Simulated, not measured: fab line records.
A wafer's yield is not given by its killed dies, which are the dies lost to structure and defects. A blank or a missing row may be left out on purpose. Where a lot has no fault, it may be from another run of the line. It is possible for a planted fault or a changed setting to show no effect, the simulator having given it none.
Chamber matching + flow nand harc + ald metal-03 running NHARC_A_CONTACT_ALD_18: 4 sister chambers
The step deposits TiN, target thk 3 nm, pulse time 1 s, ald cycles 150. 4 wafers are shown with their chamber, then 8 later ones without.

## EACH WAFER AND ITS CHAMBER
| wafer  | chamber | heater power outer w (W) |
|--------|---------|--------------------------|
| L084.5 | 1       | 726                      |
| L088.2 | 0       | 517                      |
| L088.4 | 3       | 669                      |
| L090.4 | 2       | 655                      |

## WAFERS MISSING THEIR CHAMBER
| wafer  | heater power outer w (W) |
|--------|--------------------------|
| L090.5 | 506                      |
| L090.6 | 667                      |
| L091.1 | 675                      |
| L091.3 | 510                      |
| L091.5 | 648                      |
| L093.2 | 646                      |
| L093.4 | 522                      |
| L093.5 | 680                      |

## CHAMBER TAKEN BY EACH
| wafer  | from the rows above     | in truth |
|--------|-------------------------|----------|
| L090.5 | 0                       | 0        |
| L090.6 | can't be placed: 3 or 2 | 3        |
| L091.1 | can't be placed: 3 or 2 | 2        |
| L091.3 | 0                       | 0        |
| L091.5 | can't be placed: 2 or 3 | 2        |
| L093.2 | can't be placed: 2 or 3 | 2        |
| L093.4 | 0                       | 0        |
| L093.5 | can't be placed: 3 or 2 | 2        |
Placed correctly: 3 of 8. Not placeable from these rows: 5 (in 5, the candidates include the true chamber). Placed wrongly: 0.
How it was worked out, from the rows above alone: a wafer's distance from a chamber is the root of the sum, over the readings, of the square of ((its reading less the chamber's mean) divided by the reading's scatter). If the next closest chamber is less than 2 further off than the closest, the wafer can't be placed; otherwise it belongs to the closest. A chamber's mean is the mean of its shown wafers. The scatter: with one shown wafer a chamber, the root of the mean of the squares of how far each hidden wafer lies from its nearest shown one.
